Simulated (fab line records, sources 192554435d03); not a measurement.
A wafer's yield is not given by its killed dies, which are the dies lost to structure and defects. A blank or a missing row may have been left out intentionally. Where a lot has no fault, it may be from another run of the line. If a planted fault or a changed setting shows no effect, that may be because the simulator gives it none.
Matching of chambers :: flow n5Finfet :: rieDiel-01 running N5_BEOL_M8_STRIP_36: 4 sister chambers
The step strips in N2/H2. 8 wafers are shown with their chamber, then 11 later ones without.

== WAFERS PAIRED WITH THEIR CHAMBERS ==
wafer: L078.3
chamber: 3
showerheadPlenumPTorr (Torr): 2.60
throttleValvePct (%): 23.32

wafer: L079.5
chamber: 3
showerheadPlenumPTorr (Torr): 2.60
throttleValvePct (%): 23.29

wafer: L081.3
chamber: 2
showerheadPlenumPTorr (Torr): 2.58
throttleValvePct (%): 23.60

wafer: L081.6
chamber: 0
showerheadPlenumPTorr (Torr): 2.61
throttleValvePct (%): 23.52

wafer: L082.1
chamber: 1
showerheadPlenumPTorr (Torr): 2.68
throttleValvePct (%): 23.77

wafer: L082.4
chamber: 0
showerheadPlenumPTorr (Torr): 2.61
throttleValvePct (%): 23.51

wafer: L082.5
chamber: 2
showerheadPlenumPTorr (Torr): 2.58
throttleValvePct (%): 23.59

wafer: L084.1
chamber: 1
showerheadPlenumPTorr (Torr): 2.67
throttleValvePct (%): 23.81

== WAFERS WITH NO CHAMBER GIVEN ==
wafer: L084.3
showerheadPlenumPTorr (Torr): 2.67
throttleValvePct (%): 23.78

wafer: L084.6
showerheadPlenumPTorr (Torr): 2.60
throttleValvePct (%): 23.55

wafer: L091.3
showerheadPlenumPTorr (Torr): 2.67
throttleValvePct (%): 23.82

wafer: L091.4
showerheadPlenumPTorr (Torr): 2.67
throttleValvePct (%): 23.81

wafer: L091.5
showerheadPlenumPTorr (Torr): 2.57
throttleValvePct (%): 23.62

wafer: L097.2
showerheadPlenumPTorr (Torr): 2.66
throttleValvePct (%): 23.82

wafer: L097.3
showerheadPlenumPTorr (Torr): 2.56
throttleValvePct (%): 23.66

wafer: L097.5
showerheadPlenumPTorr (Torr): 2.56
throttleValvePct (%): 23.63

wafer: L094.1
showerheadPlenumPTorr (Torr): 2.66
throttleValvePct (%): 23.84

wafer: L094.2
showerheadPlenumPTorr (Torr): 2.59
throttleValvePct (%): 23.58

wafer: L094.4
showerheadPlenumPTorr (Torr): 2.56
throttleValvePct (%): 23.64

== WHICH CHAMBER EACH WENT THROUGH ==
wafer: L084.3
from the rows above: 1
in truth: 1

wafer: L084.6
from the rows above: 0
in truth: 0

wafer: L091.3
from the rows above: 1
in truth: 1

wafer: L091.4
from the rows above: 1
in truth: 1

wafer: L091.5
from the rows above: 2
in truth: 2

wafer: L097.2
from the rows above: 1
in truth: 1

wafer: L097.3
from the rows above: 2
in truth: 2

wafer: L097.5
from the rows above: 2
in truth: 2

wafer: L094.1
from the rows above: 1
in truth: 1

wafer: L094.2
from the rows above: 2
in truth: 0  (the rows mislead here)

wafer: L094.4
from the rows above: 2
in truth: 2
Placed correctly: 10 of 11. Can't be placed from these rows: 0. 1 placed wrongly.
How it was worked out, from the rows above alone: a wafer's distance from a chamber is the root of the sum, over the readings, of the square of ((its reading less the chamber's mean) divided by the reading's scatter). If the next closest chamber is less than 2 further off than the closest, the wafer can't be placed; otherwise it belongs to the closest. The mean given for a chamber averages the wafers shown for that chamber. The scatter: the root of (the sum of the squares of (reading less its chamber's mean) over the shown wafers, divided by (wafers less chambers)).
